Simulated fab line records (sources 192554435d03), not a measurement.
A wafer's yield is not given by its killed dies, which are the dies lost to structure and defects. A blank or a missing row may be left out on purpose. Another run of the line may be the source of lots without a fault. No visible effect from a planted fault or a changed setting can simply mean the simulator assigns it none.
A struck lot beside a sound one :: flow n5_finfet :: 29 out of 1938 route steps
Sound: wafers L468.1, L468.3, L468.6. Struck: wafer L465.4 (left out: L465.2, L465.3 of the same lot, which were not struck); the cause appears at the end.
Each step with rows lists, per side, the tool, then ch with its chambers, then its first start. Under that, the readings that differ: sound wafers :: struck wafers :: difference of the means :: sigmas: that difference in standard deviations of wafers without a fault.
alike: readings whose means differ by less than 2 such deviations, and words and numbers that are the same on both sides. not compared: withheld readings, readings that some wafer has no value for, bounds like >300 that may hide the same value, and numbers for which the record gives no deviation and whose values overlap.
Wherever a step has rows on one side only, a row that says differs or no value, or a row with sigmas, the two part there. Numbers that don't overlap but have no deviation are shown without sigmas and don't part them. A reading that every wafer of one side lacks parts them only if that side has two wafers or more.

first, 9 steps without rows for these wafers: N5_BEOL_M15_COAT_22 (resist thk 800 nm); N5_BEOL_M15_EBR_24; N5_BEOL_M15_SOFTBAKE_23 (time 60 s); N5_BEOL_M15_EXPOSE_25 (exposes mask M15, target cd 400 nm); N5_BEOL_M15_PEB_26 (peb time 90 s); N5_BEOL_M15_DEVELOP_27 (develop time 45 s); N5_BEOL_M15_HARDBAKE_32 (time 120 s); N5_BEOL_M15_DESCUM_33 (chemistry O2, time 7.9 s); N5_BEOL_M15_ETCH_61 (etches BARC in N2/H2, target depth 89 nm, overetch 26.7 nm, time 67.9 s).
N5_BEOL_M15_TRENCH_ETCH_34: etches SiO2 in C4F8/O2/Ar, target depth 872.93 nm, time 199 s.
  sound on rie_diel-06 ch 0,1,2, day 16 15:17; struck on rie_diel-05 ch 3, day 15 10:21
reading: oes_product_au (a.u.)
sound: 0.79 0.71 0.89
struck: 0.95
difference: +0.15
sigmas: +2

reading: model.etch.depth_nm (nm)
sound: 860 847.1 849.9
struck: 933.9
difference: +81.6
sigmas: 

reading: model.coat_of_BEOL_M15_COAT_22.thk_nm (nm)
sound: 553.4 546.6 542.2
struck: 531.2
difference: -16.2
sigmas: 
  alike: drypump_motor_current_A, rf_vpp_V, showerhead_plenum_p_Torr, throttle_valve_pct
  not compared: rf_hours_counter_h
then, 13 steps without rows for these wafers: N5_BEOL_M15_STRIP_36 (strips in O2); N5_BEOL_M15_STRIP_62 (strips in O2); N5_BEOL_M15_STRIP_37 (strips in O2); N5_BEOL_M15_ETCH_38 (etches SiCN in CF4/N2, target depth 106.4 nm, time 120.5 s); N5_BEOL_M15_PRECLEAN_39 (cleans in residue remover, time 60 s); N5_BEOL_M15_SRD_40 (time 30 s, dry time 30 s); N5_BEOL_M15_DEGAS_41 (time 60 s); N5_BEOL_M15_PRE_CLEAN_42 (time 30 s); N5_BEOL_M15_SPUTTER_43 (material TaN, target thk 15 nm, time 24.19 s); N5_BEOL_M15_SPUTTER_44 (material Ta, target thk 15 nm, time 24.19 s); N5_BEOL_M15_SPUTTER_45 (material Cu, target thk 100 nm, time 16.67 s); N5_BEOL_M15_ECD_47 (material Cu, target thk 1860 nm); N5_BEOL_M15_ANNEAL_48 (time 90 s).
N5_BEOL_M15_CMP_49: polishes, stops on SiO2, t overpolish 4.9 s, target thk 850 nm.
  sound on cmp-01 ch 0,2, day 16 16:47; struck on cmp-02 ch 0, day 15 12:01
reading: barrier_field_endpoint_s (s)
sound: 11.6 11.8 11.6
struck: 10.8
difference: -0.9
sigmas: -2

reading: model.Cu_of_BEOL_M15_ECD_47.thk_nm (nm)
sound: 836.2 824.6 827.8
struck: 908.8
difference: +79.3
sigmas: 
  alike: clearing_platen_down_force_psi, motor_current_A, overpolish_run_s
N5_BEOL_M15_THK_MEAS_50: measures by xrf.
  sound on film_metro-02 at day 16 17:02; struck on film_metro-01 at day 15 12:19
reading: M15_THK (nm)
sound: 828 817 817
struck: 891
difference: +70
sigmas: +4
then, 2 steps without rows for these wafers: N5_BEOL_M15_PRE_CLEAN_52 (time 15 s); N5_BEOL_M15_DEP_53 (deposits SiCN from 3MS/NH3, target thk 50 nm, time 17.8 s).
N5_BEOL_M15_RS_MEAS_54: measures by four-point-probe.
  sound on film_metro-01 at day 16 17:10; struck on film_metro-02 at day 15 12:27
reading: M15_RS (ohm/sq)
sound: 0.0219 0.0222 0.0221
struck: 0.0201
difference: -0.0020
sigmas: -5
N5_PASSIVATION_PROBE_49:
  only the struck wafers here have rows in the record (prober-01, day 16 05:22); the sound ones have none

WHERE THEY PART
First at N5_BEOL_M15_TRENCH_ETCH_34; last, within this record, at N5_PASSIVATION_PROBE_49.

WHY: what the simulator had put in
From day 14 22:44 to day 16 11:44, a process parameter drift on rie_diel-05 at N5_BEOL_M15_TRENCH_ETCH_34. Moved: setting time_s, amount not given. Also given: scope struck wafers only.
